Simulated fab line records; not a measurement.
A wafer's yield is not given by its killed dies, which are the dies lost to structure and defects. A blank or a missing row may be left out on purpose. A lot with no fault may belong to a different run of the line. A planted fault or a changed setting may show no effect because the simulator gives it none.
The tool behind it: which one?	flow n5Finfet	10 lots (30 wafers sampled), 1 step of a 1938-step route

WHAT THE GAUGES SHOWED, per wafer
N5_BEOL_M13_OCD_MEAS_35.
lot	measured	on	trenchDepthNm (nm)
L268	day 11 05:45	ocd-02	413 420 409
L270	day 11 10:38	ocd-02	412 411 411
L271	day 11 18:08	ocd-02	408 418 405
L273	day 12 15:29	ocd-02	417 412 422
L285	day 16 01:21	ocd-01	407 417 409
L282	day 16 01:34	ocd-01	402 399 410
L288	day 16 10:25	ocd-01	408 404 410
L290	day 17 01:42	ocd-02	415 412 417
L287	day 17 02:01	ocd-01	410 412 409
L286	day 17 02:49	ocd-02	404 406 408

WHICH TOOL RAN EACH LOT (tool, then ch and the chambers of the sampled wafers, then the start)
No process step before these readings appears in the record.

THE ANSWER, worked out from the rows above alone
Rule: usual is defined by the lots themselves. The widest of any qualifying gaps counts: lots, ordered by their means at a reading, are off when they make up no more than a third of the lots, leave a main group of 4 or more, and stand apart from it by 3 or more times the standard deviation of that group's means. If all means in a main group match to the digits the tables above print for the reading, that group is not used. Also off: a lot with no number at a reading for which 4 or more lots have one. Any other lot the step has rows for is counted as sound.
Nothing can be told from this: no lot is off at any reading shown.

WHAT WAS PUT IN BY THE SIMULATOR
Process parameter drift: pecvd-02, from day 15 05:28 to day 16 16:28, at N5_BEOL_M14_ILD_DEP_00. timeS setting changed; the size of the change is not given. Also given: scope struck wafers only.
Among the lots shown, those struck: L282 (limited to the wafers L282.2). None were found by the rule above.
